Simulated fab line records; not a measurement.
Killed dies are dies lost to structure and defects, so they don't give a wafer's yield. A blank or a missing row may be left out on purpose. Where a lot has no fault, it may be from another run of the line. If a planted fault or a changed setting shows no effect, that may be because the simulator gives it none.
Matching of chambers -- flow nand harc -- NHARC_P_CONTACT_STRIP_28 on rie diel-08 has 4 sister chambers
The step strips in O2. 14 wafers are shown with their chamber, then 7 later ones without.

== WAFERS PAIRED WITH THEIR CHAMBERS ==
wafer,chamber,drypump motor current A (A),oes product au (a.u.),throttle valve pct (%)
L074.2,1,6.6,1.002,17.041
L074.5,1,6.5,1.012,17.024
L074.6,0,6.1,0.990,17.045
L078.2,0,6.1,1.002,17.032
L078.3,3,4.9,0.994,17.029
L078.6,1,6.6,1.010,17.036
L090.1,0,6.1,0.986,17.042
L090.3,1,6.5,1.010,17.032
L090.6,1,6.5,1.019,17.032
L091.1,2,6.1,0.995,17.031
L091.2,3,4.9,0.988,17.045
L091.3,1,6.5,1.014,17.029
L091.4,0,6.1,0.985,17.024
L091.5,3,4.9,0.985,17.047

SIGNATURES, as means of the wafers listed above
reading,chamber 0,chamber 1,chamber 2,chamber 3,scatter within a chamber
drypump motor current A,6.100,6.533,6.100,4.900,0.0365
oes product au,0.99075,1.01117,0.99500,0.98900,0.00618
throttle valve pct,17.03575,17.03233,17.03100,17.04033,0.008
Rule: a wafer's distance from a chamber is the root of the sum, over the readings, of the square of ((its reading less the chamber's mean) divided by the reading's scatter). If the next closest chamber is less than 2 further off than the closest, the wafer can't be placed; otherwise it belongs to the closest. How the scatter is found: for the shown wafers, subtract from each reading the mean of its chamber, square and add these, divide the total by (wafers less chambers), then take the root.

== WAFERS WITH NO CHAMBER GIVEN ==
wafer,drypump motor current A (A),oes product au (a.u.),throttle valve pct (%)
L091.6,6.1,0.992,17.046
L092.2,6.5,1.013,17.048
L092.3,6.1,1.006,17.035
L092.4,6.1,0.986,17.036
L096.1,6.1,0.997,17.063
L096.3,6.5,1.017,17.030
L096.5,4.9,0.997,17.048

== CHAMBER TAKEN BY EACH ==
wafer,from the rows above,in truth
L091.6,can't be placed: 0 or 2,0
L092.2,1,1
L092.3,can't be placed: 2 or 0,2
L092.4,can't be placed: 0 or 2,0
L096.1,can't be placed: 0 or 2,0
L096.3,1,1
L096.5,3,3
Correct placement for 3 of the 7. Not placeable from these rows: 4 (in 4, the candidates include the true chamber). Placed wrongly: 0.
